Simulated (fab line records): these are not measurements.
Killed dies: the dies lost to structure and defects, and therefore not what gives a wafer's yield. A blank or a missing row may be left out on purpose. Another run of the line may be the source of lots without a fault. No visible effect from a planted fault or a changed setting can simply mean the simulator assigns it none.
Chamber matching | flow nand_harc | NHARC_A_SLIT_DEP_25 on pecvd-04 has 3 sister chambers
The step deposits SiO2, target thk 200 nm. 3 wafers are shown with their chamber, then 12 later ones without.

## WAFERS PAIRED WITH THEIR CHAMBERS
wafer  | chamber | throttle_valve_pct (%)
L087.6 | 1       | 15.9
L089.4 | 2       | 15.3
L089.5 | 0       | 16.5

## WAFERS MISSING THEIR CHAMBER
wafer  | throttle_valve_pct (%)
L090.1 | 16.0
L090.4 | 15.4
L090.6 | 15.2
L091.1 | 15.1
L091.3 | 16.3
L091.6 | 16.0
L095.2 | 16.3
L095.3 | 16.0
L095.5 | 15.8
L096.1 | 15.9
L096.2 | 16.5
L096.4 | 15.3

## WHICH CHAMBER EACH ONE RAN IN
wafer  | from the rows above     | in truth
L090.1 | 1                       | 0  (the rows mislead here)
L090.4 | 2                       | 2
L090.6 | 2                       | 2
L091.1 | 2                       | 2
L091.3 | can't be placed: 0 or 1 | 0
L091.6 | 1                       | 1
L095.2 | can't be placed: 0 or 1 | 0
L095.3 | 1                       | 1
L095.5 | 1                       | 1
L096.1 | 1                       | 1
L096.2 | 0                       | 0
L096.4 | 2                       | 2
Correctly placed: 9 of 12. Cannot be placed on the basis of these rows: 2; the candidates contain the true chamber in 2. 1 placed wrongly.
How it was worked out, from the rows above alone: a wafer's distance from a chamber is the root of the sum, over the readings, of the square of ((its reading less the chamber's mean) divided by the reading's scatter). If the next closest chamber is less than 2 further off than the closest, the wafer can't be placed; otherwise it belongs to the closest. The mean given for a chamber averages the wafers shown for that chamber. The scatter: root of mean squared gap, hidden wafer to nearest shown wafer, with one shown wafer a chamber.
